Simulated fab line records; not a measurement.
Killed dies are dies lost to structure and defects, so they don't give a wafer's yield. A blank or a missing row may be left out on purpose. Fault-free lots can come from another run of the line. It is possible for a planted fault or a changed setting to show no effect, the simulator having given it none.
fab line records || flow nand-harc
record: {"lots": 5, "wafers": 15, "last-day": 31}
route steps=1302 shown P_GATE@118 END@1302
lots that met no fault: from a run of the same line without faults
start-h: hours from the record's first day to the start of the lot's first wafer shown || wait-h: time in hours since the lot's previous step || " the same as in the row above || L1.1+2: a single row standing in for several wafers || - no value present, or no start provided || * or withheld: withheld || < > ~ a bound
route shown NAME@n: names a module that has steps shown in the file, with the first one's number in the route || usual: mean/standard deviation of fault-free wafers || same: alike in all rows || chamber/n: place in a boat || sites: each site's reading || _std_site: the standard deviation of these || _edge_site: the outer-site mean with the inner-site mean subtracted || radius-mm: how far each site lies from the wafer's centre || mask NAME#n: copy n || behind: tool/chamber where the wafer was last shaped || hold: the reason the lot was held/the length of the hold in hours/how it ended || device: whichever transistor did not switch (one of n, p or np) || end of line: the tests these same wafers got at the end of their route || for a step that has no rows: nothing shown but its recipe || killed: not the wafer's yield, but the dies lost to structure and defects at the first sort || map: dies across one wafer; x = killed, . = not, _ = none there
set.NAME: setting as actually run; set.NAME@STEP: the setting as run at that earlier step || model.NAME: the simulator's own value behind a step, which no gauge read
certain route steps with their lots: each step a table, each wafer a row
services: a tool's chamber out of use, with start hour (start-h, from the record's first day; less than 0 if before it), hours out, and reason
== steps ==
step: NHARC_P_GATE_EBR_07
step: NHARC_P_GATE_EXPOSE_08
recipe: {"na": 0.6, "dose-mj": 16.75, "mask-id": "P_HV"}
step: NHARC_P_GATE_PEB_09
recipe: {"peb-temp-c": 118, "peb-time-s": 85}
step: NHARC_P_GATE_DEVELOP_10
recipe: {"time-s": 70}
step: NHARC_P_GATE_CD_MEAS_11
recipe: {"target-cd-nm": 1640, "landing-energy-ev": 500}
usual: {"cd-nm": "1641.0/1.6"}
{"lot.wafer": "L251.2", "tool": "cd-sem-03", "chamber": 0, "start-h": 90.20, "wait-h": "-", "cd-nm": 1642.5}
{"lot.wafer": "L251.3", "tool": "cd-sem-03", "chamber": 0, "start-h": 90.20, "wait-h": "-", "cd-nm": 1638.4}
{"lot.wafer": "L251.5", "tool": "cd-sem-03", "chamber": 0, "start-h": 90.20, "wait-h": "-", "cd-nm": 1640.5}
{"lot.wafer": "L253.3", "tool": "cd-sem-01", "chamber": 0, "start-h": 109.83, "wait-h": "-", "cd-nm": 1640.9}
{"lot.wafer": "L253.4", "tool": "cd-sem-01", "chamber": 0, "start-h": 109.83, "wait-h": "-", "cd-nm": 1640.1}
{"lot.wafer": "L253.6", "tool": "cd-sem-01", "chamber": 0, "start-h": 109.83, "wait-h": "-", "cd-nm": 1639.1}
{"lot.wafer": "L256.1", "tool": "cd-sem-01", "chamber": 0, "start-h": 143.65, "wait-h": "-", "cd-nm": 1640.5}
{"lot.wafer": "L256.4", "tool": "cd-sem-01", "chamber": 0, "start-h": 143.65, "wait-h": "-", "cd-nm": 1643.3}
{"lot.wafer": "L256.6", "tool": "cd-sem-01", "chamber": 0, "start-h": 143.65, "wait-h": "-", "cd-nm": 1641.5}
{"lot.wafer": "L259.2", "tool": "cd-sem-01", "chamber": 0, "start-h": 176.76, "wait-h": "-", "cd-nm": 1638.9}
{"lot.wafer": "L259.3", "tool": "cd-sem-01", "chamber": 0, "start-h": 176.76, "wait-h": "-", "cd-nm": 1642.5}
{"lot.wafer": "L259.5", "tool": "cd-sem-01", "chamber": 0, "start-h": 176.76, "wait-h": "-", "cd-nm": 1640.5}
{"lot.wafer": "L269.1", "tool": "cd-sem-02", "chamber": 0, "start-h": 269.14, "wait-h": "-", "cd-nm": 1638.8}
{"lot.wafer": "L269.4", "tool": "cd-sem-02", "chamber": 0, "start-h": 269.14, "wait-h": "-", "cd-nm": 1641.6}
{"lot.wafer": "L269.6", "tool": "cd-sem-02", "chamber": 0, "start-h": 269.14, "wait-h": "-", "cd-nm": 1641.8}
step: NHARC_P_GATE_HARDBAKE_12
recipe: {"temp-c": 125, "time-s": 80}
step: NHARC_P_GATE_DESCUM_13
recipe: {"time-s": 3, "o2-flow-sccm": 200, "ar-flow-sccm": 0, "bias-power-w": 0, "chemistry": "O2"}
usual: {"drypump-motor-current-A": "5.5/0.32", "oes-product-au": "1.001/0.01", "rf-vpp-V": "57.9/0.88", "showerhead-plenum-p-Torr": "1.94/0.078", "throttle-valve-pct": "11.310/0.0091"}
same: {"bias-power-w": 0, "time-s": 3}
{"lot.wafer": "L251.2", "tool": "rie-diel-09", "chamber": 3, "start-h": 90.35, "wait-h": "-", "drypump-motor-current-A": 6.1, "oes-product-au": 1.008, "rf-hours-counter-h": 4.9, "rf-vpp-V": 56.8, "showerhead-plenum-p-Torr": 1.96, "throttle-valve-pct": 11.316}
{"lot.wafer": "L251.3", "tool": "rie-diel-09", "chamber": 1, "start-h": 90.35, "wait-h": "-", "drypump-motor-current-A": 5.4, "oes-product-au": 0.988, "rf-hours-counter-h": 4.7, "rf-vpp-V": 59.1, "showerhead-plenum-p-Torr": 1.93, "throttle-valve-pct": 11.329}
{"lot.wafer": "L251.5", "tool": "rie-diel-09", "chamber": 0, "start-h": 90.35, "wait-h": "-", "drypump-motor-current-A": 5.6, "oes-product-au": 1.006, "rf-hours-counter-h": "-", "rf-vpp-V": 57.7, "showerhead-plenum-p-Torr": 2.01, "throttle-valve-pct": 11.320}
{"lot.wafer": "L253.4", "tool": "rie-diel-05", "chamber": 3, "start-h": 109.99, "wait-h": "-", "drypump-motor-current-A": 5.3, "oes-product-au": 1.001, "rf-hours-counter-h": 3.0, "rf-vpp-V": 55.9, "showerhead-plenum-p-Torr": 1.80, "throttle-valve-pct": 11.314}
{"lot.wafer": "L253.3", "tool": "rie-diel-05", "chamber": 1, "start-h": 109.99, "wait-h": "-", "drypump-motor-current-A": 4.9, "oes-product-au": 1.000, "rf-hours-counter-h": 2.6, "rf-vpp-V": 59.0, "showerhead-plenum-p-Torr": 2.04, "throttle-valve-pct": 11.307}
{"lot.wafer": "L253.6", "tool": "rie-diel-05", "chamber": 0, "start-h": 109.99, "wait-h": "-", "drypump-motor-current-A": 5.8, "oes-product-au": 0.985, "rf-hours-counter-h": "-", "rf-vpp-V": 58.2, "showerhead-plenum-p-Torr": 2.02, "throttle-valve-pct": 11.309}
{"lot.wafer": "L256.1", "tool": "rie-diel-05", "chamber": 1, "start-h": 143.81, "wait-h": "-", "drypump-motor-current-A": 5.0, "oes-product-au": 0.996, "rf-hours-counter-h": 3.2, "rf-vpp-V": 58.1, "showerhead-plenum-p-Torr": 2.04, "throttle-valve-pct": 11.305}
{"lot.wafer": "L256.4", "tool": "rie-diel-05", "chamber": 0, "start-h": 143.81, "wait-h": "-", "drypump-motor-current-A": 5.8, "oes-product-au": 0.998, "rf-hours-counter-h": 3.2, "rf-vpp-V": 57.5, "showerhead-plenum-p-Torr": 2.02, "throttle-valve-pct": 11.300}
{"lot.wafer": "L256.6", "tool": "rie-diel-05", "chamber": 2, "start-h": 143.81, "wait-h": "-", "drypump-motor-current-A": 5.5, "oes-product-au": 0.995, "rf-hours-counter-h": "-", "rf-vpp-V": 59.2, "showerhead-plenum-p-Torr": 1.89, "throttle-valve-pct": 11.300}
{"lot.wafer": "L259.3", "tool": "rie-diel-03", "chamber": 1, "start-h": 176.91, "wait-h": "-", "drypump-motor-current-A": 5.4, "oes-product-au": 1.014, "rf-hours-counter-h": 3.1, "rf-vpp-V": 57.9, "showerhead-plenum-p-Torr": 1.83, "throttle-valve-pct": 11.290}
{"lot.wafer": "L259.2", "tool": "rie-diel-03", "chamber": 2, "start-h": 176.91, "wait-h": "-", "drypump-motor-current-A": 5.8, "oes-product-au": 1.001, "rf-hours-counter-h": 2.4, "rf-vpp-V": 57.2, "showerhead-plenum-p-Torr": 2.03, "throttle-valve-pct": 11.303}
{"lot.wafer": "L259.5", "tool": "rie-diel-03", "chamber": 1, "start-h": 176.91, "wait-h": "-", "drypump-motor-current-A": 5.4, "oes-product-au": 1.020, "rf-hours-counter-h": "-", "rf-vpp-V": 57.3, "showerhead-plenum-p-Torr": 1.83, "throttle-valve-pct": 11.315}
{"lot.wafer": "L269.1", "tool": "rie-diel-05", "chamber": 2, "start-h": 269.30, "wait-h": "-", "drypump-motor-current-A": 5.5, "oes-product-au": 0.977, "rf-hours-counter-h": 1.4, "rf-vpp-V": 58.4, "showerhead-plenum-p-Torr": 1.89, "throttle-valve-pct": 11.308}
{"lot.wafer": "L269.4", "tool": "rie-diel-05", "chamber": 3, "start-h": 269.30, "wait-h": "-", "drypump-motor-current-A": 5.4, "oes-product-au": 0.989, "rf-hours-counter-h": 1.8, "rf-vpp-V": 57.1, "showerhead-plenum-p-Torr": 1.79, "throttle-valve-pct": 11.297}
{"lot.wafer": "L269.6", "tool": "rie-diel-05", "chamber": 2, "start-h": 269.30, "wait-h": "-", "drypump-motor-current-A": 5.5, "oes-product-au": 0.985, "rf-hours-counter-h": "-", "rf-vpp-V": 56.9, "showerhead-plenum-p-Torr": 1.89, "throttle-valve-pct": 11.297}
step: NHARC_P_GATE_ETCH_14
recipe: {"target-depth-a": 488, "chemistry": "dHF", "material": "SiO2"}
step: NHARC_P_GATE_STRIP_15
recipe: {"time-s": 780, "temp-c": 130, "chemistry": "SPM"}
step: NHARC_P_GATE_PRECLEAN_71
recipe: {"time-s": "*", "temp-c": 50, "bath-age-min": 0, "chemistry": "SC1"}
step: NHARC_P_GATE_SRD_72
step: NHARC_P_GATE_OXIDE_16
recipe: {"target-thk-a": 30, "temp-c": 875, "ox-time-s": 392, "material": "SiO2"}
step: NHARC_P_GATE_CVD_17
recipe: {"target-thk-a": 1500, "temp-c": 620, "time-s": 900, "material": "poly-Si"}
usual: {"spike-tc-bottom-C": "641.2/1.6", "spike-tc-centre-C": "619.5/1.4", "spike-tc-lower-C": "620.6/1.6", "spike-tc-upper-C": "618.7/1.2", "tube-center-temp-C": "620.01/0.056"}
same: {"time-s": 900}
{"lot.wafer": "L251.2", "tool": "lpcvd-poly-04", "chamber": 0, "start-h": 103.30, "wait-h": 2.7, "spike-tc-bottom-C": 641.8, "spike-tc-centre-C": 621.4, "spike-tc-lower-C": 619.7, "spike-tc-upper-C": 618.2, "tube-center-temp-C": 619.99}
{"lot.wafer": "L251.3", "tool": "lpcvd-poly-04", "chamber": 0, "start-h": 103.30, "wait-h": 2.7, "spike-tc-bottom-C": 638.5, "spike-tc-centre-C": 623.0, "spike-tc-lower-C": 617.7, "spike-tc-upper-C": 618.4, "tube-center-temp-C": 620.17}
{"lot.wafer": "L251.5", "tool": "lpcvd-poly-04", "chamber": 0, "start-h": 103.30, "wait-h": 2.7, "spike-tc-bottom-C": 640.6, "spike-tc-centre-C": 619.4, "spike-tc-lower-C": 616.3, "spike-tc-upper-C": 619.1, "tube-center-temp-C": 619.88}
{"lot.wafer": "L253.3", "tool": "lpcvd-poly-02", "chamber": 0, "start-h": 119.62, "wait-h": 2.5, "spike-tc-bottom-C": 640.1, "spike-tc-centre-C": 619.4, "spike-tc-lower-C": 623.1, "spike-tc-upper-C": 619.2, "tube-center-temp-C": 619.97}
{"lot.wafer": "L253.4", "tool": "lpcvd-poly-02", "chamber": 0, "start-h": 119.62, "wait-h": 2.5, "spike-tc-bottom-C": 642.8, "spike-tc-centre-C": 617.5, "spike-tc-lower-C": 621.3, "spike-tc-upper-C": 619.3, "tube-center-temp-C": 620.03}
{"lot.wafer": "L253.6", "tool": "lpcvd-poly-02", "chamber": 0, "start-h": 119.62, "wait-h": 2.5, "spike-tc-bottom-C": 642.8, "spike-tc-centre-C": 618.4, "spike-tc-lower-C": 622.7, "spike-tc-upper-C": 620.1, "tube-center-temp-C": 619.93}
{"lot.wafer": "L256.1", "tool": "lpcvd-poly-02", "chamber": 0, "start-h": 156.67, "wait-h": 2.5, "spike-tc-bottom-C": 641.9, "spike-tc-centre-C": 618.6, "spike-tc-lower-C": 622.4, "spike-tc-upper-C": 620.3, "tube-center-temp-C": 620.07}
{"lot.wafer": "L256.4", "tool": "lpcvd-poly-02", "chamber": 0, "start-h": 156.67, "wait-h": 2.5, "spike-tc-bottom-C": 641.4, "spike-tc-centre-C": 616.6, "spike-tc-lower-C": 621.5, "spike-tc-upper-C": 618.1, "tube-center-temp-C": 620.12}
{"lot.wafer": "L256.6", "tool": "lpcvd-poly-02", "chamber": 0, "start-h": 156.67, "wait-h": 2.5, "spike-tc-bottom-C": 641.7, "spike-tc-centre-C": 618.1, "spike-tc-lower-C": 620.4, "spike-tc-upper-C": 618.6, "tube-center-temp-C": 619.91}
{"lot.wafer": "L259.2", "tool": "lpcvd-poly-02", "chamber": 0, "start-h": 186.62, "wait-h": 2.5, "spike-tc-bottom-C": 642.2, "spike-tc-centre-C": 617.8, "spike-tc-lower-C": 620.5, "spike-tc-upper-C": 619.1, "tube-center-temp-C": 619.88}
{"lot.wafer": "L259.3", "tool": "lpcvd-poly-02", "chamber": 0, "start-h": 186.62, "wait-h": 2.5, "spike-tc-bottom-C": 644.1, "spike-tc-centre-C": 618.7, "spike-tc-lower-C": 620.5, "spike-tc-upper-C": 616.8, "tube-center-temp-C": 620.02}
{"lot.wafer": "L259.5", "tool": "lpcvd-poly-02", "chamber": 0, "start-h": 186.62, "wait-h": 2.5, "spike-tc-bottom-C": 640.5, "spike-tc-centre-C": 616.6, "spike-tc-lower-C": 620.5, "spike-tc-upper-C": 616.8, "tube-center-temp-C": 619.93}
{"lot.wafer": "L269.1", "tool": "lpcvd-poly-02", "chamber": 0, "start-h": 279.35, "wait-h": 2.9, "spike-tc-bottom-C": 655.2, "spike-tc-centre-C": 631.6, "spike-tc-lower-C": 635.9, "spike-tc-upper-C": 631.7, "tube-center-temp-C": 633.56}
{"lot.wafer": "L269.4", "tool": "lpcvd-poly-02", "chamber": 0, "start-h": 279.35, "wait-h": 2.9, "spike-tc-bottom-C": 656.0, "spike-tc-centre-C": 632.7, "spike-tc-lower-C": 635.2, "spike-tc-upper-C": 630.2, "tube-center-temp-C": 633.61}
{"lot.wafer": "L269.6", "tool": "lpcvd-poly-02", "chamber": 0, "start-h": 279.35, "wait-h": 2.9, "spike-tc-bottom-C": 655.3, "spike-tc-centre-C": 632.9, "spike-tc-lower-C": 634.2, "spike-tc-upper-C": 632.0, "tube-center-temp-C": 633.55}
step: NHARC_P_GATE_HM_DEP_102
recipe: {"target-thk-a": 1200, "temp-c": 400, "material": "aC"}
usual: {"throttle-valve-pct": "35.000/0.0095"}
{"lot.wafer": "L251.2", "tool": "acl-dep-02", "chamber": 0, "start-h": 106.30, "wait-h": 0.8, "throttle-valve-pct": 34.990}
{"lot.wafer": "L251.3", "tool": "acl-dep-02", "chamber": 0, "start-h": 106.30, "wait-h": 0.8, "throttle-valve-pct": 34.990}
{"lot.wafer": "L251.5", "tool": "acl-dep-02", "chamber": 0, "start-h": 106.30, "wait-h": 0.8, "throttle-valve-pct": 35.000}
{"lot.wafer": "L253.3", "tool": "acl-dep-02", "chamber": 0, "start-h": 122.45, "wait-h": 0.6, "throttle-valve-pct": 35.004}
{"lot.wafer": "L253.4", "tool": "acl-dep-02", "chamber": 0, "start-h": 122.45, "wait-h": 0.6, "throttle-valve-pct": 34.992}
{"lot.wafer": "L253.6", "tool": "acl-dep-02", "chamber": 0, "start-h": 122.45, "wait-h": 0.6, "throttle-valve-pct": 34.995}
{"lot.wafer": "L256.1", "tool": "acl-dep-02", "chamber": 0, "start-h": 162.35, "wait-h": 3.4, "throttle-valve-pct": 34.992}
{"lot.wafer": "L256.4", "tool": "acl-dep-02", "chamber": 0, "start-h": 162.35, "wait-h": 3.4, "throttle-valve-pct": 35.006}
{"lot.wafer": "L256.6", "tool": "acl-dep-02", "chamber": 0, "start-h": 162.35, "wait-h": 3.4, "throttle-valve-pct": 35.012}
{"lot.wafer": "L259.2", "tool": "acl-dep-03", "chamber": 0, "start-h": 190.95, "wait-h": 2.1, "throttle-valve-pct": 34.998}
{"lot.wafer": "L259.3", "tool": "acl-dep-03", "chamber": 0, "start-h": 190.95, "wait-h": 2.1, "throttle-valve-pct": 34.981}
{"lot.wafer": "L259.5", "tool": "acl-dep-03", "chamber": 0, "start-h": 190.95, "wait-h": 2.1, "throttle-valve-pct": 35.004}
{"lot.wafer": "L269.1", "tool": "acl-dep-01", "chamber": 0, "start-h": 283.73, "wait-h": 2.2, "throttle-valve-pct": 34.995}
{"lot.wafer": "L269.4", "tool": "acl-dep-01", "chamber": 0, "start-h": 283.73, "wait-h": 2.2, "throttle-valve-pct": 35.005}
{"lot.wafer": "L269.6", "tool": "acl-dep-01", "chamber": 0, "start-h": 283.73, "wait-h": 2.2, "throttle-valve-pct": 34.991}
step: NHARC_END_SORT_01
recipe: {"temp-c": 25}
usual: {"killed-at-array": "58/17", "killed-at-other": "1.0/1.4", "killed-at-periphery": "3.6/2.4", "killed-dies": "62/17", "killed-open": "3.4/2", "killed-short": "2.2/1.6"}
same: {"gross-dies": 677}
{"lot.wafer": "L251.2", "tool": "prober-01", "chamber": 0, "start-h": 573.62, "wait-h": 2.8, "killed-at-array": 52, "killed-at-other": 0, "killed-at-periphery": 1, "killed-dies": 53, "killed-open": 1, "killed-short": 3}
{"lot.wafer": "L251.3", "tool": "prober-01", "chamber": 0, "start-h": 574.42, "wait-h": 3.1, "killed-at-array": 58, "killed-at-other": 0, "killed-at-periphery": 2, "killed-dies": 60, "killed-open": 2, "killed-short": 4}
{"lot.wafer": "L251.5", "tool": "prober-01", "chamber": 0, "start-h": 576.03, "wait-h": 3.7, "killed-at-array": 55, "killed-at-other": 0, "killed-at-periphery": 1, "killed-dies": 56, "killed-open": 3, "killed-short": 1}
{"lot.wafer": "L253.3", "tool": "prober-02", "chamber": 0, "start-h": 574.49, "wait-h": 3.1, "killed-at-array": 69, "killed-at-other": 4, "killed-at-periphery": 0, "killed-dies": 73, "killed-open": 4, "killed-short": 2}
{"lot.wafer": "L253.4", "tool": "prober-02", "chamber": 0, "start-h": 575.29, "wait-h": 3.4, "killed-at-array": 72, "killed-at-other": 2, "killed-at-periphery": 2, "killed-dies": 76, "killed-open": 2, "killed-short": 2}
{"lot.wafer": "L253.6", "tool": "prober-02", "chamber": 0, "start-h": 576.90, "wait-h": 4.0, "killed-at-array": 85, "killed-at-other": 2, "killed-at-periphery": 2, "killed-dies": 89, "killed-open": 4, "killed-short": 3}
{"lot.wafer": "L256.1", "tool": "prober-02", "chamber": 0, "start-h": 646.23, "wait-h": 2.5, "killed-at-array": 78, "killed-at-other": 1, "killed-at-periphery": 5, "killed-dies": 84, "killed-open": 6, "killed-short": 3}
{"lot.wafer": "L256.4", "tool": "prober-02", "chamber": 0, "start-h": 648.65, "wait-h": 3.4, "killed-at-array": 52, "killed-at-other": 0, "killed-at-periphery": 2, "killed-dies": 54, "killed-open": 3, "killed-short": 2}
{"lot.wafer": "L256.6", "tool": "prober-02", "chamber": 0, "start-h": 650.27, "wait-h": 4.0, "killed-at-array": 71, "killed-at-other": 0, "killed-at-periphery": 3, "killed-dies": 74, "killed-open": 4, "killed-short": 1}
killed by level:class
L251.2 A_CHANNEL_HOLE_D1:chamber-film-flake=30 A_CHANNEL_HOLE_D2:chamber-film-flake=5 A_SLIT:chamber-film-flake=5 A_CONTACT:chamber-film-flake=3 A_STAIRCASE:chamber-film-flake=2 A_CHANNEL_HOLE_D1:geometric-particle:open=1 A_DECK1_JOINT:geometric-particle:short=1 A_ONON_D2:geometric-particle:short=1
L251.3 A_CHANNEL_HOLE_D1:chamber-film-flake=34 A_CHANNEL_HOLE_D2:chamber-film-flake=9 A_SLIT:chamber-film-flake=5 A_CHANNEL_FILL_D2:geometric-particle:short=2 A_STAIRCASE:chamber-film-flake=2 A_WL_FILL:chamber-film-flake=2 A_ONON_D1:geometric-particle:short=1 A_CHANNEL_FILL_D1:geometric-particle:open=1
L253.3 A_CHANNEL_HOLE_D2:chamber-film-flake=28 A_SLIT:chamber-film-flake=27 A_BLC:chamber-film-flake=3 THIN_TSV:chamber-film-flake=3 A_CHANNEL_FILL_D1:chamber-film-flake=2 A_CHANNEL_FILL_D2:geometric-particle:short=1 A_CHANNEL_FILL_D2:geometric-particle:open=1 A_WL_FILL:geometric-particle:open=1
L253.4 A_CHANNEL_HOLE_D2:chamber-film-flake=34 A_SLIT:chamber-film-flake=24 A_STAIRCASE:chamber-film-flake=5 A_BLC:chamber-film-flake=3 A_CONTACT:chamber-film-flake=2 THIN_TSV:chamber-film-flake=2 P_M0:geometric-particle:open=1 A_SOURCE_PLATE:geometric-particle:open=1
L251.5 A_CHANNEL_HOLE_D1:chamber-film-flake=32 A_CHANNEL_HOLE_D2:chamber-film-flake=8 A_SLIT:chamber-film-flake=5 A_WL_FILL:chamber-film-flake=2 A_STAIRCASE:chamber-film-flake=2 A_SGD_CUT:chamber-film-flake=2 P_M0:geometric-particle:open=1 A_DECK1_JOINT:geometric-particle:short=1
L253.6 A_CHANNEL_HOLE_D2:chamber-film-flake=34 A_SLIT:chamber-film-flake=27 A_BLC:chamber-film-flake=5 A_CHANNEL_HOLE_D1:chamber-film-flake=4 A_STAIRCASE:chamber-film-flake=3 A_CONTACT:chamber-film-flake=3 A_SGD_CUT:geometric-particle:open=2 P_M2:chamber-film-flake=2
L256.1 A_CHANNEL_HOLE_D1:chamber-film-flake=34 A_CHANNEL_HOLE_D2:chamber-film-flake=26 A_STAIRCASE:chamber-film-flake=5 A_CONTACT:chamber-film-flake=4 A_CHANNEL_FILL_D2:chamber-film-flake=2 P_CONTACT:geometric-particle:open=1 P_M1:geometric-particle:short=1 A_CHANNEL_HOLE_D1:geometric-particle:open=1
L256.4 A_CHANNEL_HOLE_D2:chamber-film-flake=21 A_CHANNEL_HOLE_D1:chamber-film-flake=19 A_ONON_D1:geometric-particle:open=2 A_CHANNEL_FILL_D2:chamber-film-flake=2 A_STAIRCASE:chamber-film-flake=2 P_M2:geometric-particle:short=1 A_SLIT:geometric-particle:open=1 A_WL_FILL:geometric-particle:short=1
L256.6 A_CHANNEL_HOLE_D1:chamber-film-flake=31 A_CHANNEL_HOLE_D2:chamber-film-flake=28 A_STAIRCASE:chamber-film-flake=4 A_DECK1_JOINT:chamber-film-flake=2 P_CONTACT:geometric-particle:open=1 P_M1:geometric-particle:open=1 P_ZERO_WELL:chamber-film-flake=1 A_CHANNEL_FILL_D1:geometric-particle:open=1
== services ==
{"tool": "rie-diel-05", "chamber": 0, "start-h": 86.10, "hours": "-", "kind": "clean"}
{"tool": "rie-diel-05", "chamber": 1, "start-h": 86.10, "hours": "-", "kind": "clean"}
{"tool": "rie-diel-05", "chamber": 2, "start-h": 86.10, "hours": "-", "kind": "clean"}
{"tool": "rie-diel-05", "chamber": 3, "start-h": 86.10, "hours": "-", "kind": "clean"}
{"tool": "rie-diel-09", "chamber": "-", "start-h": 89.24, "hours": 0.4, "kind": "repair"}
{"tool": "rie-diel-03", "chamber": "-", "start-h": 104.32, "hours": 9.0, "kind": "pm"}
{"tool": "rie-diel-05", "chamber": 0, "start-h": 110.60, "hours": "-", "kind": "clean"}
{"tool": "rie-diel-05", "chamber": 1, "start-h": 110.60, "hours": "-", "kind": "clean"}
{"tool": "rie-diel-05", "chamber": 2, "start-h": 110.60, "hours": "-", "kind": "clean"}
{"tool": "rie-diel-05", "chamber": 3, "start-h": 110.60, "hours": "-", "kind": "clean"}
{"tool": "acl-dep-03", "chamber": "-", "start-h": 121.31, "hours": 13.0, "kind": "pm"}
{"tool": "rie-diel-09", "chamber": "-", "start-h": 143.43, "hours": 9.0, "kind": "pm"}
{"tool": "rie-diel-03", "chamber": 2, "start-h": 161.14, "hours": 6.3, "kind": "repair"}
{"tool": "rie-diel-03", "chamber": 0, "start-h": 166.98, "hours": 2.3, "kind": "repair"}
{"tool": "acl-dep-01", "chamber": "-", "start-h": 185.26, "hours": 13.0, "kind": "pm"}
{"tool": "lpcvd-poly-02", "chamber": "-", "start-h": 207.10, "hours": 26.0, "kind": "pm"}
{"tool": "lpcvd-poly-04", "chamber": "-", "start-h": 214.32, "hours": 19.2, "kind": "repair"}
{"tool": "rie-diel-05", "chamber": "-", "start-h": 215.27, "hours": 0.9, "kind": "repair"}
{"tool": "rie-diel-05", "chamber": "-", "start-h": 229.60, "hours": 9.0, "kind": "pm"}
{"tool": "rie-diel-09", "chamber": 2, "start-h": 234.89, "hours": 4.7, "kind": "repair"}
{"tool": "rie-diel-03", "chamber": 2, "start-h": 237.21, "hours": 3.6, "kind": "repair"}
{"tool": "acl-dep-02", "chamber": "-", "start-h": 247.32, "hours": 13.0, "kind": "pm"}
{"tool": "rie-diel-03", "chamber": "-", "start-h": 281.32, "hours": 9.0, "kind": "pm"}
{"tool": "rie-diel-09", "chamber": 2, "start-h": 281.81, "hours": 2.0, "kind": "repair"}
== key ==
first-sign: {"step": "NHARC_P_GATE_CVD_17", "reading": "tube-center-temp-C", "direction": "up", "sigmas": "99+", "usual": "*", "struck": "*"}
effect: {"step": "NHARC_P_GATE_CVD_17", "reading": "spike-tc-upper-C", "direction": "up", "sigmas": 10, "usual": 618.7, "struck": 631.3}
met-at NHARC_P_GATE_CVD_17
struck-wafers L269.1,L269.4,L269.6
tester-left-out L269
onset-between 186.62 279.35
fault: {"kind": "process-parameter-drift", "tool": "lpcvd-poly-02", "chamber": "-", "onset-h": 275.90, "steps": "NHARC_P_GATE_CVD_17,NHARC_A_SOURCE_PLATE_CVD_03,NHARC_A_CHANNEL_FILL_D1_CVD_18,NHARC_A_CHANNEL_FILL_D1_CVD_05,NHARC_A_CHANNEL_FILL_D1_CVD_09,NHARC_A_DECK1_JOINT_CVD_12,NHARC_A_CHANNEL_FILL_D2_CVD_18,NHARC_A_CHANNEL_FILL_D2_CVD_05,+2", "channel": "temp-c", "offset": "*", "shape": "step", "end-h": 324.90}
tester-left-out: of these lots the tester's yield and bins aren't shown, on N5 and GAA mostly nor the transistor test; their killed dies are dies lost to structure and defects alone, not to doping, threshold or leakage, so they don't give the yield
